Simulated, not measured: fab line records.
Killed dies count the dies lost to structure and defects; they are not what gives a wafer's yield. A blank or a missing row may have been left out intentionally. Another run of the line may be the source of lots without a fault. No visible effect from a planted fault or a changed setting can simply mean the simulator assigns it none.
Which of the tools did it? || flow nand_harc || 12 lots with 36 wafers sampled at 6 steps, on a route of 1302 steps

WHAT THE GAUGES SHOWED, per wafer
NHARC_A_ZERO_WELL_INSPECT_17. Usual: 10 for raw_defect_count, sd 4.1.
{"lot": "L327", "measured": "day 7 02:38", "on": "defect_inspect-01", "raw_defect_count": "15 16 13", "flag": ""}
{"lot": "L328", "measured": "day 7 08:29", "on": "defect_inspect-01", "raw_defect_count": "16 15 10", "flag": ""}
{"lot": "L329", "measured": "day 7 13:23", "on": "defect_inspect-01", "raw_defect_count": "9 11 12", "flag": ""}
{"lot": "L330", "measured": "day 8 07:15", "on": "defect_inspect-02", "raw_defect_count": "7 8 12", "flag": ""}
{"lot": "L331", "measured": "day 8 14:23", "on": "defect_inspect-01", "raw_defect_count": "9 14 14", "flag": ""}
{"lot": "L332", "measured": "day 8 19:13", "on": "defect_inspect-01", "raw_defect_count": "7 16 8", "flag": ""}
{"lot": "L334", "measured": "day 9 12:42", "on": "defect_inspect-02", "raw_defect_count": "21 15 12", "flag": ""}
{"lot": "L335", "measured": "day 9 22:32", "on": "defect_inspect-01", "raw_defect_count": "11 8 10", "flag": ""}
{"lot": "L336", "measured": "day 10 13:09", "on": "defect_inspect-02", "raw_defect_count": "16 8 10", "flag": ""}
{"lot": "L347", "measured": "day 15 03:55", "on": "defect_inspect-02", "raw_defect_count": "12 12 6", "flag": ""}
{"lot": "L348", "measured": "day 15 15:05", "on": "defect_inspect-01", "raw_defect_count": "9 14 11", "flag": ""}
{"lot": "L350", "measured": "day 16 11:08", "on": "defect_inspect-02", "raw_defect_count": "4 10 8", "flag": ""}

NHARC_A_ONON_D1_THK_MEAS_02: measures by ellipsometry. Usual: 1000 nm for thk_nm, sd 12.
{"lot": "L327", "measured": "day 8 00:57", "on": "film_metro-01", "thk_nm (nm)": "1008 1007 1006", "flag": ""}
{"lot": "L328", "measured": "day 8 04:34", "on": "film_metro-01", "thk_nm (nm)": "989 989 989", "flag": ""}
{"lot": "L329", "measured": "day 8 10:27", "on": "film_metro-02", "thk_nm (nm)": "1000 1000 1001", "flag": ""}
{"lot": "L330", "measured": "day 9 05:18", "on": "film_metro-01", "thk_nm (nm)": "990 988 990", "flag": ""}
{"lot": "L331", "measured": "day 9 11:23", "on": "film_metro-01", "thk_nm (nm)": "1018 1020 1018", "flag": ""}
{"lot": "L332", "measured": "day 9 15:30", "on": "film_metro-02", "thk_nm (nm)": "1004 1001 1002", "flag": ""}
{"lot": "L334", "measured": "day 10 12:29", "on": "film_metro-02", "thk_nm (nm)": "1013 1013 1013", "flag": ""}
{"lot": "L335", "measured": "day 11 00:38", "on": "film_metro-02", "thk_nm (nm)": "982 983 984", "flag": ""}
{"lot": "L336", "measured": "day 11 09:54", "on": "film_metro-01", "thk_nm (nm)": "1016 1017 1016", "flag": ""}
{"lot": "L347", "measured": "day 16 02:09", "on": "film_metro-02", "thk_nm (nm)": "1471 1468 1470", "flag": "OFF"}
{"lot": "L348", "measured": "day 16 11:04", "on": "film_metro-01", "thk_nm (nm)": "1470 1470 1470", "flag": "OFF"}
{"lot": "L350", "measured": "day 17 07:59", "on": "film_metro-01", "thk_nm (nm)": "1008 1007 1007", "flag": ""}

NHARC_END_SORT_01. Usual: killed_at_array 55, standard deviation 20; killed_at_other 0.7, standard deviation 0.96; killed_at_periphery 4.1, standard deviation 2.4; killed_dies 60, standard deviation 20; killed_open 3.3, standard deviation 1.9; killed_short 2.8, standard deviation 1.6.
{"lot": "L347", "measured": "day 32 17:46", "on": "prober-01", "killed_at_array": "674 672 674", "killed_at_other": "1 2 1", "killed_at_periphery": "2 3 2", "killed_dies": "677 677 677", "killed_open": "5 1 2", "killed_short": "3 2 1", "flag": "OFF"}
{"lot": "L348", "measured": "day 33 14:46", "on": "prober-02", "killed_at_array": "672 675 675", "killed_at_other": "0 0 0", "killed_at_periphery": "5 2 2", "killed_dies": "677 677 677", "killed_open": "6 3 2", "killed_short": "2 3 3", "flag": "OFF"}

WHICH TOOL RAN EACH LOT (tool, then ch and the chambers of the sampled wafers, then the start)
{"lot": "L327", "NHARC_A_ZERO_WELL_ETCH_13": "rie_si-02 ch 1,2,3, day 7 01:32", "NHARC_A_ZERO_WELL_RTA_16": "rtp_anneal-01 ch 0, day 7 02:26", "NHARC_A_ONON_D1_DEP_00": "pecvd_onon-03 ch 0, day 8 00:26"}
{"lot": "L328", "NHARC_A_ZERO_WELL_ETCH_13": "rie_si-02 ch 0,2,3, day 7 07:16", "NHARC_A_ZERO_WELL_RTA_16": "rtp_anneal-01 ch 0, day 7 08:19", "NHARC_A_ONON_D1_DEP_00": "pecvd_onon-01 ch 0, day 8 04:07"}
{"lot": "L329", "NHARC_A_ZERO_WELL_ETCH_13": "rie_si-05 ch 0,1,3, day 7 12:04", "NHARC_A_ZERO_WELL_RTA_16": "rtp_anneal-01 ch 0, day 7 13:11", "NHARC_A_ONON_D1_DEP_00": "pecvd_onon-03 ch 0, day 8 09:56"}
{"lot": "L330", "NHARC_A_ZERO_WELL_ETCH_13": "rie_si-02 ch 0,1,3, day 8 06:00", "NHARC_A_ZERO_WELL_RTA_16": "rtp_anneal-02 ch 0, day 8 07:05", "NHARC_A_ONON_D1_DEP_00": "pecvd_onon-01 ch 0, day 9 04:51"}
{"lot": "L331", "NHARC_A_ZERO_WELL_ETCH_13": "rie_si-04 ch 1,2, day 8 13:17", "NHARC_A_ZERO_WELL_RTA_16": "rtp_anneal-01 ch 0, day 8 14:12", "NHARC_A_ONON_D1_DEP_00": "pecvd_onon-03 ch 0, day 9 10:56"}
{"lot": "L332", "NHARC_A_ZERO_WELL_ETCH_13": "rie_si-04 ch 0,1,2, day 8 18:08", "NHARC_A_ZERO_WELL_RTA_16": "rtp_anneal-01 ch 0, day 8 19:01", "NHARC_A_ONON_D1_DEP_00": "pecvd_onon-03 ch 0, day 9 14:59"}
{"lot": "L334", "NHARC_A_ZERO_WELL_ETCH_13": "rie_si-04 ch 2,3, day 9 11:34", "NHARC_A_ZERO_WELL_RTA_16": "rtp_anneal-02 ch 0, day 9 12:30", "NHARC_A_ONON_D1_DEP_00": "pecvd_onon-01 ch 0, day 10 11:58"}
{"lot": "L335", "NHARC_A_ZERO_WELL_ETCH_13": "rie_si-02 ch 0,2,3, day 9 21:26", "NHARC_A_ZERO_WELL_RTA_16": "rtp_anneal-01 ch 0, day 9 22:20", "NHARC_A_ONON_D1_DEP_00": "pecvd_onon-02 ch 0, day 11 00:07"}
{"lot": "L336", "NHARC_A_ZERO_WELL_ETCH_13": "rie_si-05 ch 0,1,3, day 10 11:56", "NHARC_A_ZERO_WELL_RTA_16": "rtp_anneal-02 ch 0, day 10 12:57", "NHARC_A_ONON_D1_DEP_00": "pecvd_onon-03 ch 0, day 11 09:23"}
{"lot": "L347", "NHARC_A_ZERO_WELL_ETCH_13": "rie_si-05 ch 1,2, day 15 02:49", "NHARC_A_ZERO_WELL_RTA_16": "rtp_anneal-01 ch 0, day 15 03:44", "NHARC_A_ONON_D1_DEP_00": "pecvd_onon-03 ch 0, day 16 01:38"}
{"lot": "L348", "NHARC_A_ZERO_WELL_ETCH_13": "rie_si-05 ch 1,2, day 15 13:58", "NHARC_A_ZERO_WELL_RTA_16": "rtp_anneal-01 ch 0, day 15 14:52", "NHARC_A_ONON_D1_DEP_00": "pecvd_onon-03 ch 0, day 16 10:33"}
{"lot": "L350", "NHARC_A_ZERO_WELL_ETCH_13": "rie_si-05 ch 2,3, day 16 10:03", "NHARC_A_ZERO_WELL_RTA_16": "rtp_anneal-01 ch 0, day 16 10:58", "NHARC_A_ONON_D1_DEP_00": "pecvd_onon-02 ch 0, day 17 07:32"}
- NHARC_A_ZERO_WELL_ETCH_13: etches the open film in HBr/Cl2, target depth 120 nm, time 40.1 s.
- NHARC_A_ZERO_WELL_RTA_16: time 10 s.
- NHARC_A_ONON_D1_DEP_00: target thk 1000 nm.

AS READ BY THE TOOLS THEMSELVES (means over the sampled wafers that have a number; for cases with no such wafer, the mark the record gives instead)
NHARC_A_ZERO_WELL_ETCH_13. Usual: drypump_motor_current_A 5.8 A, standard deviation 0.45; hbr_flow_sccm 150.0 sccm, standard deviation 0.46; he_backside_leak_sccm 2.69 sccm, standard deviation 0.25; oes_product_au 0.999 a.u., standard deviation 0.0095; throttle_valve_pct 26.405 %, standard deviation 0.0092.
{"lot": "L327", "tool": "rie_si-02", "drypump_motor_current_A (A)": 5.4, "hbr_flow_sccm (sccm)": 149.9, "he_backside_leak_sccm (sccm)": 2.66, "oes_product_au (a.u.)": 1.002, "throttle_valve_pct (%)": 26.403, "flag": ""}
{"lot": "L328", "tool": "rie_si-02", "drypump_motor_current_A (A)": 5.4, "hbr_flow_sccm (sccm)": 149.5, "he_backside_leak_sccm (sccm)": 2.64, "oes_product_au (a.u.)": 0.989, "throttle_valve_pct (%)": 26.395, "flag": ""}
{"lot": "L329", "tool": "rie_si-05", "drypump_motor_current_A (A)": 6.0, "hbr_flow_sccm (sccm)": 150.1, "he_backside_leak_sccm (sccm)": 2.79, "oes_product_au (a.u.)": 1.008, "throttle_valve_pct (%)": 26.402, "flag": ""}
{"lot": "L330", "tool": "rie_si-02", "drypump_motor_current_A (A)": 5.6, "hbr_flow_sccm (sccm)": 150.1, "he_backside_leak_sccm (sccm)": 2.72, "oes_product_au (a.u.)": 1.003, "throttle_valve_pct (%)": 26.406, "flag": ""}
{"lot": "L331", "tool": "rie_si-04", "drypump_motor_current_A (A)": 5.9, "hbr_flow_sccm (sccm)": 150.3, "he_backside_leak_sccm (sccm)": 2.51, "oes_product_au (a.u.)": 1.004, "throttle_valve_pct (%)": 26.407, "flag": ""}
{"lot": "L332", "tool": "rie_si-04", "drypump_motor_current_A (A)": 6.2, "hbr_flow_sccm (sccm)": 150.0, "he_backside_leak_sccm (sccm)": 2.61, "oes_product_au (a.u.)": 1.012, "throttle_valve_pct (%)": 26.407, "flag": ""}
{"lot": "L334", "tool": "rie_si-04", "drypump_motor_current_A (A)": 5.9, "hbr_flow_sccm (sccm)": 149.8, "he_backside_leak_sccm (sccm)": 2.43, "oes_product_au (a.u.)": 0.995, "throttle_valve_pct (%)": 26.399, "flag": ""}
{"lot": "L335", "tool": "rie_si-02", "drypump_motor_current_A (A)": 5.4, "hbr_flow_sccm (sccm)": 150.1, "he_backside_leak_sccm (sccm)": 2.70, "oes_product_au (a.u.)": 1.003, "throttle_valve_pct (%)": 26.405, "flag": ""}
{"lot": "L336", "tool": "rie_si-05", "drypump_motor_current_A (A)": 6.0, "hbr_flow_sccm (sccm)": 150.4, "he_backside_leak_sccm (sccm)": 2.88, "oes_product_au (a.u.)": 0.996, "throttle_valve_pct (%)": 26.402, "flag": ""}
{"lot": "L347", "tool": "rie_si-05", "drypump_motor_current_A (A)": 6.0, "hbr_flow_sccm (sccm)": 150.4, "he_backside_leak_sccm (sccm)": 2.89, "oes_product_au (a.u.)": 0.997, "throttle_valve_pct (%)": 26.408, "flag": ""}
{"lot": "L348", "tool": "rie_si-05", "drypump_motor_current_A (A)": 5.9, "hbr_flow_sccm (sccm)": 150.6, "he_backside_leak_sccm (sccm)": 2.94, "oes_product_au (a.u.)": 1.007, "throttle_valve_pct (%)": 26.405, "flag": ""}
{"lot": "L350", "tool": "rie_si-05", "drypump_motor_current_A (A)": 5.7, "hbr_flow_sccm (sccm)": 150.0, "he_backside_leak_sccm (sccm)": 2.78, "oes_product_au (a.u.)": 0.996, "throttle_valve_pct (%)": 26.410, "flag": ""}

NHARC_A_ZERO_WELL_RTA_16. Usual: lamp_power_pct 30.5 %, standard deviation 1.6; lamp_zone_5_pct 30.5 %, standard deviation 1.6; wafer_temp_C_max 1003.5, standard deviation 0.99.
{"lot": "L327", "tool": "rtp_anneal-01", "lamp_power_pct (%)": 31.5, "lamp_zone_5_pct (%)": 31.4, "wafer_temp_C_max": 1004.0, "flag": ""}
{"lot": "L328", "tool": "rtp_anneal-01", "lamp_power_pct (%)": 31.4, "lamp_zone_5_pct (%)": 31.4, "wafer_temp_C_max": 1002.4, "flag": ""}
{"lot": "L329", "tool": "rtp_anneal-01", "lamp_power_pct (%)": 31.4, "lamp_zone_5_pct (%)": 31.4, "wafer_temp_C_max": 1003.3, "flag": ""}
{"lot": "L330", "tool": "rtp_anneal-02", "lamp_power_pct (%)": 27.6, "lamp_zone_5_pct (%)": 27.6, "wafer_temp_C_max": 1004.2, "flag": ""}
{"lot": "L331", "tool": "rtp_anneal-01", "lamp_power_pct (%)": 31.4, "lamp_zone_5_pct (%)": 31.4, "wafer_temp_C_max": 1002.6, "flag": ""}
{"lot": "L332", "tool": "rtp_anneal-01", "lamp_power_pct (%)": 31.4, "lamp_zone_5_pct (%)": 31.4, "wafer_temp_C_max": 1003.2, "flag": ""}
{"lot": "L334", "tool": "rtp_anneal-02", "lamp_power_pct (%)": 27.6, "lamp_zone_5_pct (%)": 27.6, "wafer_temp_C_max": 1006.0, "flag": ""}
{"lot": "L335", "tool": "rtp_anneal-01", "lamp_power_pct (%)": 31.4, "lamp_zone_5_pct (%)": 31.5, "wafer_temp_C_max": 1003.0, "flag": ""}
{"lot": "L336", "tool": "rtp_anneal-02", "lamp_power_pct (%)": 27.6, "lamp_zone_5_pct (%)": 27.6, "wafer_temp_C_max": 1004.3, "flag": ""}
{"lot": "L347", "tool": "rtp_anneal-01", "lamp_power_pct (%)": 31.4, "lamp_zone_5_pct (%)": 31.4, "wafer_temp_C_max": 1003.0, "flag": ""}
{"lot": "L348", "tool": "rtp_anneal-01", "lamp_power_pct (%)": 31.3, "lamp_zone_5_pct (%)": 31.3, "wafer_temp_C_max": 1003.4, "flag": ""}
{"lot": "L350", "tool": "rtp_anneal-01", "lamp_power_pct (%)": 31.4, "lamp_zone_5_pct (%)": 31.4, "wafer_temp_C_max": 1002.7, "flag": ""}

NHARC_A_ONON_D1_DEP_00. Usual: 210.1 sccm for sih4_flow_sccm, sd 0.74.
{"lot": "L327", "tool": "pecvd_onon-03", "sih4_flow_sccm (sccm)": 210.5, "flag": ""}
{"lot": "L328", "tool": "pecvd_onon-01", "sih4_flow_sccm (sccm)": 210.3, "flag": ""}
{"lot": "L329", "tool": "pecvd_onon-03", "sih4_flow_sccm (sccm)": 209.9, "flag": ""}
{"lot": "L330", "tool": "pecvd_onon-01", "sih4_flow_sccm (sccm)": 210.4, "flag": ""}
{"lot": "L331", "tool": "pecvd_onon-03", "sih4_flow_sccm (sccm)": 210.0, "flag": ""}
{"lot": "L332", "tool": "pecvd_onon-03", "sih4_flow_sccm (sccm)": 209.7, "flag": ""}
{"lot": "L334", "tool": "pecvd_onon-01", "sih4_flow_sccm (sccm)": 209.6, "flag": ""}
{"lot": "L335", "tool": "pecvd_onon-02", "sih4_flow_sccm (sccm)": 209.6, "flag": ""}
{"lot": "L336", "tool": "pecvd_onon-03", "sih4_flow_sccm (sccm)": 209.9, "flag": ""}
{"lot": "L347", "tool": "pecvd_onon-03", "sih4_flow_sccm (sccm)": 209.0, "flag": ""}
{"lot": "L348", "tool": "pecvd_onon-03", "sih4_flow_sccm (sccm)": 210.6, "flag": ""}
{"lot": "L350", "tool": "pecvd_onon-02", "sih4_flow_sccm (sccm)": 209.1, "flag": ""}

THE ANSWER, worked out from the rows above alone
Rule: lot off if the mean of its wafers having a number is beyond 3 standard deviations from the usual mean. Also off: a lot with no number at a reading for which 4 or more lots have one. Any other lot the step has rows for is counted as sound. The gauges are gone through in route order, then the tools' own readings, and for those a lot's mean is taken as printed above. At the first step where some lot is off, the reading lying furthest off is the one used; lots without a number count as furthest.
Off: L347, L348, at NHARC_A_ONON_D1_THK_MEAS_02 (thk_nm).
If a tool, at a process step before that reading, ran all the lots that are off and no sound lot after the first of them, it fits. Not tried: the gauges at NHARC_A_ONON_D1_THK_MEAS_02; whatever is off there is also off at NHARC_END_SORT_01, on other tools, and gauge error can't account for it. One candidate fits, namely pecvd_onon-03 at NHARC_A_ONON_D1_DEP_00. A fault onset in the window from L336 (day 11 09:23, its last sound lot) to L347 (day 16 01:38, its first lot off) fits.

WHAT THE SIMULATOR HAD PUT IN
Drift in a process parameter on pecvd_onon-03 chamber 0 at NHARC_A_ONON_D1_DEP_00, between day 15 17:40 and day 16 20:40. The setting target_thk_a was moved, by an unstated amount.
Lots struck among those shown: L347, L348. The rule given above showed the same thing.
